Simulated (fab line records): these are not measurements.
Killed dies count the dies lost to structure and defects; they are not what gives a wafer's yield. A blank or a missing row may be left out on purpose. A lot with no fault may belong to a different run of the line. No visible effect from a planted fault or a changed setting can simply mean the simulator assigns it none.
What tool caused it? ; flow nand-harc ; 13 lots with 39 wafers sampled at 6 steps, on a route of 1159 steps

WHAT THE GAUGES SHOWED, per wafer
NHARC_A_SOURCE_PLATE_INSPECT_08.
lot;measured;on;raw-defect-count
L987;day 7 13:39;defect-inspect-02;91 64 105
L988;day 7 23:10;defect-inspect-01;53 46 57
L989;day 8 05:23;defect-inspect-01;44 107 73
L991;day 8 21:17;defect-inspect-01;483 473 499 481 478 495
L994;day 9 08:59;defect-inspect-02;452 454 473 458 457 471
L993;day 9 08:59;defect-inspect-01;537 522 475 527 522 478
L999;day 11 19:43;defect-inspect-02;75 57 47
L101;day 11 23:27;defect-inspect-01;83 47 35
L105;day 12 07:37;defect-inspect-02;56 36 70
L103;day 12 07:36;defect-inspect-01;36 38 46
L107;day 12 12:32;defect-inspect-02;85 58 48
L106;day 12 12:32;defect-inspect-01;54 48 86
L108;day 12 17:09;defect-inspect-02;101 247 156

NHARC_A_ONON_D1_THK_MEAS_14: measures by ellipsometry.
lot;measured;on;thk-nm (nm)
L987;day 7 16:31;film-metro-01;975 976 975
L988;day 8 02:01;film-metro-02;1002 1002 1002
L989;day 8 08:15;film-metro-02;1010 1009 1008
L991;day 9 07:38;film-metro-01;983 983 982
L994;day 9 21:04;film-metro-02;1025 1024 1023
L993;day 9 15:11;film-metro-01;997 998 996
L999;day 11 22:34;film-metro-01;986 985 984
L101;day 12 02:17;film-metro-01;1007 1008 1009
L105;day 12 11:17;film-metro-02;1001 999 999
L103;day 12 10:50;film-metro-02;997 997 997
L107;day 12 15:23;film-metro-01;999 999 997
L106;day 12 15:24;film-metro-02;996 996 995
L108;day 12 20:04;film-metro-01;993 994 993

NHARC_END_SORT_01.
lot;measured;on;defect-limited-yield (%);killed-at-array;killed-at-other;killed-at-periphery;killed-dies;killed-open;killed-short;sort_bin_2_pct (%);sort_bin_3_pct (%);sort_bin_4_pct (%);sort-n-pass;sort-rim-yield-pct (%);sort-yield-pct (%)
L103;day 25 18:07;prober-02;93.9 94.8 95.9;37 32 25;0 0 0;4 3 3;41 35 28;5 2 1;0 1 0;1.9 1.8 1.6;0.59 0.44 0.15;3.5 3.0 2.4;636 642 649;97.2 99.1 100.0;93.9 94.8 95.9
L108;day 25 10:19;prober-01;96.8 96.9 96.6;20 17 20;0 0 0;2 4 3;22 21 23;2 1 2;2 1 2;1.0 0.7 0.9;0.30 0.30 0;1.9 2.1 2.5;655 656 654;97.2 94.3 97.2;96.8 96.9 96.6

EACH LOT AND THE TOOL THAT RAN IT (in order: tool; ch and the chambers of the sampled wafers; start)
lot;NHARC_P_BONDPAD_PVD_17;NHARC_P_BONDPAD_ACTIVATE_29;NHARC_A_SOURCE_PLATE_PRECLEAN_00
L987;pvd-sputter-01, day 6 08:41 or earlier;rie-diel-04 ch 1,2, day 6 08:41;wet-bench-02 ch 4,5,7, day 6 11:26
L988;pvd-sputter-01, day 6 23:58 or earlier;rie-diel-04 ch 2,3, day 6 23:58;wet-bench-04 ch 0,2,7, day 7 02:37
L989;pvd-sputter-01, day 7 06:19 or earlier;rie-diel-04 ch 0,1,3, day 7 06:19;wet-bench-02 ch 0,5,7, day 7 09:13
L991;pvd-sputter-01, day 7 22:28 or earlier;rie-diel-04 ch 1,2, day 7 22:28;wet-bench-03 ch 0,3,6, day 8 01:16
L994;pvd-sputter-02, day 8 10:01 or earlier;rie-diel-04 ch 1,2,3, day 8 10:01;wet-bench-03 ch 1,2,3, day 8 12:49
L993;pvd-sputter-02, day 8 11:38 or earlier;rie-diel-12 ch 0,1,3, day 8 11:38;wet-bench-03 ch 2,3,5, day 8 14:23
L999;pvd-sputter-03, day 10 19:43 or earlier;rie-diel-12 ch 0,2,3, day 10 19:43;wet-bench-04 ch 0,3,5, day 10 22:35
L101;pvd-sputter-01, day 11 01:23 or earlier;rie-diel-04 ch 1,2,3, day 11 01:23;wet-bench-02 ch 2,3,5, day 11 04:06
L105;pvd-sputter-02, day 11 09:06 or earlier;rie-diel-04 ch 0,2, day 11 09:06;wet-bench-03 ch 1,2,6, day 11 11:53
L103;pvd-sputter-03, day 11 10:21 or earlier;rie-diel-04 ch 1,2, day 11 10:21;wet-bench-03 ch 1,6,7, day 11 13:01
L107;pvd-sputter-03, day 11 13:17 or earlier;rie-diel-08 ch 0,1,2, day 11 13:17;wet-bench-03 ch 0,4,6, day 11 16:04
L106;pvd-sputter-03, day 11 14:21 or earlier;rie-diel-04 ch 0,1,2, day 11 14:21;wet-bench-03 ch 0,5,6, day 11 16:59
L108;pvd-sputter-01, day 11 15:35 or earlier;rie-diel-04 ch 0,3, day 11 15:35;wet-bench-04 ch 2,5,7, day 11 19:11
- NHARC_P_BONDPAD_PVD_17: deposits TaN, target thk 5 nm, time 8.06 s.
- NHARC_P_BONDPAD_ACTIVATE_29: chemistry N2, time 60 s.
- NHARC_A_SOURCE_PLATE_PRECLEAN_00: cleans in HF-LAST, time 60 s.

WHAT THE TOOLS THEMSELVES READ (means of the sampled wafers that have a number; where no wafer has one, the mark that the record gives instead)
NHARC_P_BONDPAD_PVD_17.
lot;tool;throttle-valve-pct (%)
L987;pvd-sputter-01;30.3
L988;pvd-sputter-01;30.1
L989;pvd-sputter-01;30.6
L991;pvd-sputter-01;30.3
L994;pvd-sputter-02;29.2
L993;pvd-sputter-02;28.9
L999;pvd-sputter-03;30.2
L101;pvd-sputter-01;29.7
L105;pvd-sputter-02;29.4
L103;pvd-sputter-03;30.8
L107;pvd-sputter-03;30.1
L106;pvd-sputter-03;29.8
L108;pvd-sputter-01;29.9

NHARC_P_BONDPAD_ACTIVATE_29.
lot;tool;drypump-motor-current-A (A);oes-product-au (a.u.);rf-vpp-V (V);showerhead-plenum-p-Torr (Torr)
L987;rie-diel-04;5.4;0.993;65.4;1.89
L988;rie-diel-04;6.1;1.008;64.2;1.80
L989;rie-diel-04;5.7;1.002;63.5;1.84
L991;rie-diel-04;5.6;0.988;65.2;1.90
L994;rie-diel-04;5.7;1.007;63.6;1.84
L993;rie-diel-12;6.2;1.005;63.8;1.81
L999;rie-diel-12;5.9;0.999;62.7;1.74
L101;rie-diel-04;5.7;1.006;64.2;1.84
L105;rie-diel-04;5.8;0.991;65.0;1.90
L103;rie-diel-04;5.6;0.998;64.3;1.90
L107;rie-diel-08;5.3;0.999;63.7;1.77
L106;rie-diel-04;5.6;1.003;64.8;1.89
L108;rie-diel-04;5.9;1.013;64.9;1.84

THE ANSWER, worked out from the rows above alone
Rule: usual is defined by the lots themselves. Put in order of their means at a reading, lots are off if they are a third of the lots or fewer, leave a main group of 4 or more, and stand apart from it by a gap of 3 or more times the standard deviation of the main group's means; of several such gaps the widest counts. A main group whose means are all the same, to the digits that the tables above print for the reading, isn't used. Also off: a lot with no number at a reading for which 4 or more lots have one. The other lots that the step has rows for count as sound. The gauges are gone through in route order, then the tools' own readings, and for those a lot's mean is taken as printed above. At the first step where some lot is off, the reading lying furthest off is the one used; lots without a number count as furthest.
Off: L991, L994, L993, at NHARC_A_SOURCE_PLATE_INSPECT_08 (raw-defect-count). Main group: mean 72, sd 34.
If a tool, at a process step before that reading, ran all the lots that are off and no sound lot after the first of them, it fits. Gauges at NHARC_A_SOURCE_PLATE_INSPECT_08: tried the same way as those tools. NHARC_P_BONDPAD_PVD_17: start missing for some lots; hours and lot order therefore follow NHARC_P_BONDPAD_ACTIVATE_29. Of those tried, none fits.

WHAT THE SIMULATOR HAD PUT IN
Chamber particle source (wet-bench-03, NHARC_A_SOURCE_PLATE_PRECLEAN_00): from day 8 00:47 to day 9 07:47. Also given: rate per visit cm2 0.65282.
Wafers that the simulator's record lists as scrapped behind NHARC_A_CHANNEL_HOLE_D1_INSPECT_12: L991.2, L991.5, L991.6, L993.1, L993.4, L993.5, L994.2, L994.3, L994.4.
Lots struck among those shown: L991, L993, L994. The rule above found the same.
